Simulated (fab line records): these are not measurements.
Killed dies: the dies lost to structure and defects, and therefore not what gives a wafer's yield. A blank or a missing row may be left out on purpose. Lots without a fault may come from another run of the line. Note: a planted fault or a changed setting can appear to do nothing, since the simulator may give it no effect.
The tool behind it: which one?    flow nandHarc    12 lots, 36 wafers sampled, at 6 steps of a route of 1302

## WHAT EACH GAUGE READ, for each wafer
NHARC_P_ZERO_WELL_CD_MEAS_52 targets a cd of 2000 nm.
lot   measured      on        cdNm (nm)
L506  day 2 12:04   cdSem-02  2002.2 2001.8 2001.3
L507  day 2 21:45   cdSem-02  2000.6 2000.2 1999.5
L510  day 4 04:00   cdSem-02  1998.4 1999.2 1999.7
L511  day 4 13:37   cdSem-01  1998.4 1997.8 1998.5
L512  day 4 23:40   cdSem-02  2004.3 2000.6 1998.0
L513  day 5 09:45   cdSem-02  2000.1 2001.4 2002.5
L519  day 7 21:53   cdSem-03  1998.5 1998.5 1997.7
L520  day 8 07:36   cdSem-01  1998.9 2000.3 1995.8
L525  day 10 09:54  cdSem-03  1999.0 1998.1 1998.5
L526  day 10 20:17  cdSem-01  1996.9 1997.4 2000.5
L527  day 11 05:55  cdSem-01  2002.1 2000.1 2003.1
L528  day 11 15:56  cdSem-03  1998.1 1997.4 2001.8

NHARC_P_STI_INSPECT_11.
lot   measured      on                rawDefectCount
L506  day 3 07:41   defectInspect-01  3 5 2
L507  day 3 16:33   defectInspect-02  6 5 7
L510  day 4 21:41   defectInspect-02  5 1 5
L511  day 5 08:10   defectInspect-02  7 8 4
L512  day 5 17:08   defectInspect-02  9 7 5
L513  day 6 05:01   defectInspect-02  6 2 9
L519  day 8 15:20   defectInspect-01  22 23 20
L520  day 9 02:17   defectInspect-02  6 4 9
L525  day 11 06:38  defectInspect-02  4 3 2
L526  day 11 16:41  defectInspect-02  6 9 6
L527  day 12 04:51  defectInspect-01  7 5 3
L528  day 12 09:05  defectInspect-02  12 10 8

NHARC_END_SORT_01.
lot   measured      on         killedAtArray  killedAtOther  killedAtPeriphery  killedDies  killedOpen  killedShort
L519  day 29 23:15  prober-01  41 51 33       0 0 0          13 17 15           54 68 48    0 5 4       1 1 4
L525  day 32 06:58  prober-02  46 65 26       1 2 0          5 4 3              52 71 29    8 0 2       2 2 3

## WHICH TOOL RAN EACH LOT (tool, then ch and the chambers of the sampled wafers, then the start)
lot   NHARC_P_ZERO_WELL_ETCH_62                     NHARC_P_ZERO_WELL_DESCUM_26        NHARC_P_STI_HM_DEP_30
L506  rieDiel-04 ch 1,2,3, day 2 08:56 or earlier   rieDiel-04 ch 0,1,2, day 2 08:56   lpcvd-02 ch 0, day 3 03:27
L507  rieDiel-04 ch 0,1,3, day 2 18:38 or earlier   rieDiel-12 ch 0,2,3, day 2 18:38   lpcvd-01 ch 0, day 3 12:22
L510  rieDiel-12 ch 0,1,2, day 4 00:54 or earlier   rieDiel-04 ch 2,3, day 4 00:54     lpcvd-01 ch 1, day 4 17:30
L511  rieDiel-04 ch 0,2, day 4 10:38 or earlier     rieDiel-04 ch 0,1,2, day 4 10:38   lpcvd-02 ch 1, day 5 04:03
L512  rieDiel-04 ch 0,2,3, day 4 20:32 or earlier   rieDiel-04 ch 0,1,2, day 4 20:32   lpcvd-01 ch 1, day 5 12:55
L513  rieDiel-12 ch 0,1,3, day 5 06:45 or earlier   rieDiel-04 ch 0,1,3, day 5 06:45   lpcvd-02 ch 0, day 5 23:16
L519  rieDiel-05 ch 0,2, day 7 18:51 or earlier     rieDiel-12 ch 1,2,3, day 7 18:51   lpcvd-01 ch 0, day 8 11:06
L520  rieDiel-04 ch 0,2,3, day 8 04:35 or earlier   rieDiel-04 ch 1,2,3, day 8 04:35   lpcvd-02 ch 0, day 8 22:09
L525  rieDiel-04 ch 0,2,3, day 10 06:53 or earlier  rieDiel-05 ch 0,2,3, day 10 06:53  lpcvd-02 ch 0, day 11 02:26
L526  rieDiel-04 ch 0,2,3, day 10 17:08 or earlier  rieDiel-12 ch 1,2, day 10 17:08    lpcvd-01 ch 1, day 11 12:36
L527  rieDiel-05 ch 0,1, day 11 02:47 or earlier    rieDiel-12 ch 1,2,3, day 11 02:47  lpcvd-01 ch 1, day 12 00:43
L528  rieDiel-12 ch 0,2,3, day 11 12:46 or earlier  rieDiel-05 ch 0,1, day 11 12:46    lpcvd-01 ch 1, day 12 04:52
- NHARC_P_ZERO_WELL_ETCH_62: etches the open film in CHF3/Ar, target depth 13 nm, time 6.5 s.
- NHARC_P_ZERO_WELL_DESCUM_26: chemistry O2, time 3 s.
- NHARC_P_STI_HM_DEP_30: deposits Si3N4, target thk 80 nm, time 873 s.

## AS READ BY THE TOOLS THEMSELVES (means over the sampled wafers that have a number; for cases with no such wafer, the mark the record gives instead)
NHARC_P_ZERO_WELL_ETCH_62.
lot   tool        biasW (W)  drypumpMotorCurrentA (A)  oesProductAu (a.u.)  rfVppV (V)  showerheadPlenumPTorr (Torr)  throttleValvePct (%)
L506  rieDiel-04  199.8      5.82                      0.981                373.0       2.43                          20.224
L507  rieDiel-04  200.2      5.69                      0.985                372.1       2.39                          20.217
L510  rieDiel-12  199.9      5.80                      0.928                370.4       2.36                          20.217
L511  rieDiel-04  200.2      6.14                      0.981                373.5       2.47                          20.214
L512  rieDiel-04  199.9      5.89                      0.979                372.0       2.41                          20.224
L513  rieDiel-12  199.3      5.77                      0.956                369.5       2.32                          20.207
L519  rieDiel-05  200.2      5.86                      0.966                371.7       2.34                          20.219
L520  rieDiel-04  199.4      5.89                      0.965                371.8       2.40                          20.218
L525  rieDiel-04  199.9      5.90                      0.958                371.5       2.40                          20.217
L526  rieDiel-04  200.0      5.91                      0.967                371.5       2.40                          20.218
L527  rieDiel-05  200.1      5.63                      0.968                369.9       2.28                          20.223
L528  rieDiel-12  199.3      5.74                      0.911                369.0       2.30                          20.211

NHARC_P_ZERO_WELL_DESCUM_26.
lot   tool        drypumpMotorCurrentA (A)  oesProductAu (a.u.)  rfVppV (V)  showerheadPlenumPTorr (Torr)  throttleValvePct (%)
L506  rieDiel-04  5.94                      1.011                58.2        2.01                          11.314
L507  rieDiel-12  5.74                      0.986                57.6        1.89                          11.314
L510  rieDiel-04  5.79                      1.013                57.9        1.96                          11.303
L511  rieDiel-04  5.92                      1.004                58.4        2.00                          11.312
L512  rieDiel-04  5.92                      1.005                57.7        2.00                          11.304
L513  rieDiel-04  5.67                      1.005                58.1        1.95                          11.303
L519  rieDiel-12  5.74                      0.989                58.0        1.91                          11.312
L520  rieDiel-04  5.77                      1.009                57.8        1.98                          11.317
L525  rieDiel-05  5.73                      0.994                58.1        1.89                          11.318
L526  rieDiel-12  5.79                      0.996                58.1        1.93                          11.320
L527  rieDiel-12  5.72                      0.980                57.9        1.90                          11.301
L528  rieDiel-05  5.84                      1.004                57.2        1.83                          11.311

## THE ANSWER, worked out from the rows above alone
Rule: what is usual is taken from the lots themselves. The widest of any qualifying gaps counts: lots, ordered by their means at a reading, are off when they make up no more than a third of the lots, leave a main group of 4 or more, and stand apart from it by 3 or more times the standard deviation of that group's means. Not used: any main group whose means are identical at the precision the tables above print for the reading. A lot without any number at a reading at which 4 lots or more have one is off too. The other lots that the step has rows for count as sound. After the gauges, taken in route order, come the tools' own readings; for these a lot's mean is taken, as printed above. The first step at which some lot is off is used, and at that step the reading that is off furthest; a lot without a number counts as furthest.
Off: L519 (NHARC_P_STI_INSPECT_11, rawDefectCount). The main group has a mean of 5.8 with a standard deviation of 1.9.
A tool fits if, at a process step before that reading, it ran every lot that is off, and no sound lot after the first of them. The gauges at NHARC_P_STI_INSPECT_11 are tried like those tools. NHARC_P_ZERO_WELL_ETCH_62 gives no start for some lots, so the hours and the order of its lots are those of NHARC_P_ZERO_WELL_DESCUM_26. Not one of the candidates tried fits.

## WHAT HAD BEEN PUT IN BY THE SIMULATOR
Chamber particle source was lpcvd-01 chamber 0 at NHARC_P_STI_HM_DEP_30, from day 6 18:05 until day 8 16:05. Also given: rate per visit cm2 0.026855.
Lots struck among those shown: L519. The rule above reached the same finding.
